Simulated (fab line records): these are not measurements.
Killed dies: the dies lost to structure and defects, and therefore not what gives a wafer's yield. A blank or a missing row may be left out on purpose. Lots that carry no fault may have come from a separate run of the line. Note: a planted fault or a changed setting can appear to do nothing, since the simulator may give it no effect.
Split-lot study || flow n5 finfet || 39 wafers read from 7 lots, route of 1938 steps

ABOUT THE SPLIT
At N5_WELL_APT_EXPOSE_22 (exposes mask PWELL, defocus 0 nm, target cd 200 nm), the setting dose mj was moved away from the recipe's 23.2 on 18 of the 39 wafers read, by -5.2% to +6.6%. For the rest of the wafers, this setting stayed at what the recipe calls for.

FROM THE SPLIT TO THE READING: what the file shows between them, 3 steps
- N5_WELL_APT_PEB_23: peb time 90 s
- N5_WELL_APT_DEVELOP_24: develop time 45 s
- N5_WELL_APT_HARDBAKE_29: time 120 s

THE READING
At N5_WELL_APT_CD_MEAS_25: cd nm in nanometres, against a target cd of 200 nm. Fault-free wafers of this fab line usually give 200.6 nm, standard deviation 2.5 nm.

{"wafer": "L077.1", "tool, chamber at the split": "krf scanner-02, 0", "dose mj as run": 23.92, "against the recipe": "+3.1%", "cd nm, nm": 209.1, "against lot-mates on the recipe": "+8.1"}
{"wafer": "L077.2", "tool, chamber at the split": "krf scanner-02, 0", "dose mj as run": 23.2, "against the recipe": "recipe", "cd nm, nm": 201.0, "against lot-mates on the recipe": "-"}
{"wafer": "L077.3", "tool, chamber at the split": "krf scanner-02, 0", "dose mj as run": 23.2, "against the recipe": "recipe", "cd nm, nm": 202.4, "against lot-mates on the recipe": "-"}
{"wafer": "L077.4", "tool, chamber at the split": "krf scanner-02, 0", "dose mj as run": 23.92, "against the recipe": "+3.1%", "cd nm, nm": 209.9, "against lot-mates on the recipe": "+8.9"}
{"wafer": "L077.5", "tool, chamber at the split": "krf scanner-02, 0", "dose mj as run": 23.92, "against the recipe": "+3.1%", "cd nm, nm": 204.5, "against lot-mates on the recipe": "+3.5"}
{"wafer": "L077.6", "tool, chamber at the split": "krf scanner-02, 0", "dose mj as run": 23.2, "against the recipe": "recipe", "cd nm, nm": 199.6, "against lot-mates on the recipe": "-"}
{"wafer": "L087.1", "tool, chamber at the split": "krf scanner-01, 0", "dose mj as run": 23.2, "against the recipe": "recipe", "cd nm, nm": 199.0, "against lot-mates on the recipe": "-"}
{"wafer": "L087.2", "tool, chamber at the split": "krf scanner-01, 0", "dose mj as run": 23.2, "against the recipe": "recipe", "cd nm, nm": 199.9, "against lot-mates on the recipe": "-"}
{"wafer": "L087.6", "tool, chamber at the split": "krf scanner-01, 0", "dose mj as run": 23.2, "against the recipe": "recipe", "cd nm, nm": 199.5, "against lot-mates on the recipe": "-"}
{"wafer": "L091.1", "tool, chamber at the split": "krf scanner-02, 0", "dose mj as run": 24.74, "against the recipe": "+6.6%", "cd nm, nm": 214.9, "against lot-mates on the recipe": "+12.6"}
{"wafer": "L091.2", "tool, chamber at the split": "krf scanner-02, 0", "dose mj as run": 23.2, "against the recipe": "recipe", "cd nm, nm": 203.0, "against lot-mates on the recipe": "-"}
{"wafer": "L091.3", "tool, chamber at the split": "krf scanner-02, 0", "dose mj as run": 24.74, "against the recipe": "+6.6%", "cd nm, nm": 214.7, "against lot-mates on the recipe": "+12.4"}
{"wafer": "L091.4", "tool, chamber at the split": "krf scanner-02, 0", "dose mj as run": 23.2, "against the recipe": "recipe", "cd nm, nm": 201.2, "against lot-mates on the recipe": "-"}
{"wafer": "L091.5", "tool, chamber at the split": "krf scanner-02, 0", "dose mj as run": 23.2, "against the recipe": "recipe", "cd nm, nm": 202.8, "against lot-mates on the recipe": "-"}
{"wafer": "L091.6", "tool, chamber at the split": "krf scanner-02, 0", "dose mj as run": 24.74, "against the recipe": "+6.6%", "cd nm, nm": 215.9, "against lot-mates on the recipe": "+13.6"}
{"wafer": "L092.1", "tool, chamber at the split": "krf scanner-01, 0", "dose mj as run": 23.89, "against the recipe": "+3.0%", "cd nm, nm": 207.5, "against lot-mates on the recipe": "+7.4"}
{"wafer": "L092.2", "tool, chamber at the split": "krf scanner-01, 0", "dose mj as run": 23.2, "against the recipe": "recipe", "cd nm, nm": 200.5, "against lot-mates on the recipe": "-"}
{"wafer": "L092.3", "tool, chamber at the split": "krf scanner-01, 0", "dose mj as run": 23.2, "against the recipe": "recipe", "cd nm, nm": 198.9, "against lot-mates on the recipe": "-"}
{"wafer": "L092.4", "tool, chamber at the split": "krf scanner-01, 0", "dose mj as run": 23.89, "against the recipe": "+3.0%", "cd nm, nm": 204.9, "against lot-mates on the recipe": "+4.8"}
{"wafer": "L092.5", "tool, chamber at the split": "krf scanner-01, 0", "dose mj as run": 23.2, "against the recipe": "recipe", "cd nm, nm": 200.8, "against lot-mates on the recipe": "-"}
{"wafer": "L092.6", "tool, chamber at the split": "krf scanner-01, 0", "dose mj as run": 23.89, "against the recipe": "+3.0%", "cd nm, nm": 206.7, "against lot-mates on the recipe": "+6.6"}
{"wafer": "L093.1", "tool, chamber at the split": "krf scanner-02, 0", "dose mj as run": 23.2, "against the recipe": "recipe", "cd nm, nm": 198.9, "against lot-mates on the recipe": "-"}
{"wafer": "L093.2", "tool, chamber at the split": "krf scanner-02, 0", "dose mj as run": 23.2, "against the recipe": "recipe", "cd nm, nm": 199.4, "against lot-mates on the recipe": "-"}
{"wafer": "L093.3", "tool, chamber at the split": "krf scanner-02, 0", "dose mj as run": 22, "against the recipe": "-5.2%", "cd nm, nm": 187.4, "against lot-mates on the recipe": -11.0}
{"wafer": "L093.4", "tool, chamber at the split": "krf scanner-02, 0", "dose mj as run": 22, "against the recipe": "-5.2%", "cd nm, nm": 188.4, "against lot-mates on the recipe": -10.0}
{"wafer": "L093.5", "tool, chamber at the split": "krf scanner-02, 0", "dose mj as run": 22, "against the recipe": "-5.2%", "cd nm, nm": 190.9, "against lot-mates on the recipe": -7.5}
{"wafer": "L093.6", "tool, chamber at the split": "krf scanner-02, 0", "dose mj as run": 23.2, "against the recipe": "recipe", "cd nm, nm": 196.8, "against lot-mates on the recipe": "-"}
{"wafer": "L095.1", "tool, chamber at the split": "krf scanner-01, 0", "dose mj as run": 23.2, "against the recipe": "recipe", "cd nm, nm": 200.5, "against lot-mates on the recipe": "-"}
{"wafer": "L095.2", "tool, chamber at the split": "krf scanner-01, 0", "dose mj as run": 22.17, "against the recipe": "-4.4%", "cd nm, nm": 191.1, "against lot-mates on the recipe": -8.2}
{"wafer": "L095.3", "tool, chamber at the split": "krf scanner-01, 0", "dose mj as run": 23.2, "against the recipe": "recipe", "cd nm, nm": 198.5, "against lot-mates on the recipe": "-"}
{"wafer": "L095.4", "tool, chamber at the split": "krf scanner-01, 0", "dose mj as run": 23.2, "against the recipe": "recipe", "cd nm, nm": 199.0, "against lot-mates on the recipe": "-"}
{"wafer": "L095.5", "tool, chamber at the split": "krf scanner-01, 0", "dose mj as run": 22.17, "against the recipe": "-4.4%", "cd nm, nm": 192.0, "against lot-mates on the recipe": -7.3}
{"wafer": "L095.6", "tool, chamber at the split": "krf scanner-01, 0", "dose mj as run": 22.17, "against the recipe": "-4.4%", "cd nm, nm": 187.1, "against lot-mates on the recipe": -12.2}
{"wafer": "L097.1", "tool, chamber at the split": "krf scanner-02, 0", "dose mj as run": 23.2, "against the recipe": "recipe", "cd nm, nm": 198.3, "against lot-mates on the recipe": "-"}
{"wafer": "L097.2", "tool, chamber at the split": "krf scanner-02, 0", "dose mj as run": 23.2, "against the recipe": "recipe", "cd nm, nm": 197.3, "against lot-mates on the recipe": "-"}
{"wafer": "L097.3", "tool, chamber at the split": "krf scanner-02, 0", "dose mj as run": 22.6, "against the recipe": "-2.6%", "cd nm, nm": 195.1, "against lot-mates on the recipe": -3.7}
{"wafer": "L097.4", "tool, chamber at the split": "krf scanner-02, 0", "dose mj as run": 23.2, "against the recipe": "recipe", "cd nm, nm": 200.8, "against lot-mates on the recipe": "-"}
{"wafer": "L097.5", "tool, chamber at the split": "krf scanner-02, 0", "dose mj as run": 22.6, "against the recipe": "-2.6%", "cd nm, nm": 193.5, "against lot-mates on the recipe": -5.3}
{"wafer": "L097.6", "tool, chamber at the split": "krf scanner-02, 0", "dose mj as run": 22.6, "against the recipe": "-2.6%", "cd nm, nm": 194.3, "against lot-mates on the recipe": -4.5}

FIT RESULTS
A straight line over all 39 wafers: cd nm changes by +2.25 nm for each +1% of dose mj; r = +0.97; the points scatter about the line by 1.7 nm.
The same after taking each lot's own level away (the mean of its wafers on the recipe; 39 wafers): +1.96 nm for each +1%; r = +0.98; scatter 1.4 nm.
Per that fit: largest dose mj move, reading shift of 13 nm.
The span of the lots' own levels, 198.37 to 202.33 nm, comes to 1.6 times the standard deviation stated above.
So the lot-to-lot level changes the slope: the two fits differ.
Check: for one of the wafers moved furthest among these (+6.6%), held out of the fit, the line's prediction against its lot-mates is +13.2 nm. Against them it came out at +12.6 nm.

THE WHOLE CHAIN: every reading that the file lists as answering this split, in the file's order
{"step": "N5_WELL_APT_CD_MEAS_25", "what it does": "target cd 200 nm", "reading": "cd nm", "change (the file's fit)": "+1.96 nm for each +1% of the setting", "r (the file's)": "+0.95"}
{"step": "N5_WELL_APT_DESCUM_30", "what it does": "chemistry O2, time 7.9 s", "reading": "WELL_APT.cd nm (the simulator's own value, which no gauge read)", "change (the file's fit)": "+1.98 nm for each +1% of the setting", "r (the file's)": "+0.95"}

THE FILE'S OWN FIT
cd nm changes by +1.96 nm for each +1% of dose mj, r = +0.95.
